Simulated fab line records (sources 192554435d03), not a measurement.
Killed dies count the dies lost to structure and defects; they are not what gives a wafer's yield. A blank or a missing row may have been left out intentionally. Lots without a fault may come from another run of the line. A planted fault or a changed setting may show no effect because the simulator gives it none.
Matching of chambers    flow n5_finfet    N5_STI_FIN_REVEAL_ALD_14 on ald_sin-04: 4 sister chambers
The step deposits Si3N4, target thk 3 nm. 14 wafers are shown with their chamber, then 7 later ones without.

## WAFERS PAIRED WITH THEIR CHAMBERS
wafer   chamber  heater_power_w (W)
L079.1  1        874
L079.4  2        860
L079.5  1        862
L081.3  2        864
L081.5  2        870
L081.6  3        888
L082.2  2        856
L082.3  0        921
L082.6  2        817
L085.3  1        840
L085.5  2        851
L085.6  3        910
L095.1  0        919
L095.2  1        841

SIGNATURES, as means of the wafers listed above
reading         chamber 0  chamber 1  chamber 2  chamber 3  scatter within a chamber
heater_power_w  920.00     854.25     853.00     899.00     16.9
Rule: for each reading, subtract the chamber's mean from the wafer's reading, divide by that reading's scatter and square the result; add these up over the readings and take the root, which gives the wafer's distance from the chamber. The wafer belongs to the nearest chamber; if the next one is less than 2 further off, it can't be placed. How the scatter is found: for the shown wafers, subtract from each reading the mean of its chamber, square and add these, divide the total by (wafers less chambers), then take the root.

## WAFERS WITH NO CHAMBER GIVEN
wafer   heater_power_w (W)
L095.3  911
L095.4  858
L095.5  925
L095.6  883
L097.1  838
L097.2  890
L097.4  888

## EACH ONE'S CHAMBER
wafer   from the rows above                in truth
L095.3  can't be placed: 0 or 3            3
L095.4  can't be placed: 1 or 2            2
L095.5  can't be placed: 0 or 3            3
L095.6  can't be placed: 3 or 1 or 2 or 0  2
L097.1  can't be placed: 2 or 1            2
L097.2  can't be placed: 3 or 0 or 1 or 2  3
L097.4  can't be placed: 3 or 0 or 1 or 2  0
0 of 7 placed correctly. Cannot be placed on the basis of these rows: 7; the candidates contain the true chamber in 7. Number placed wrongly: 0.
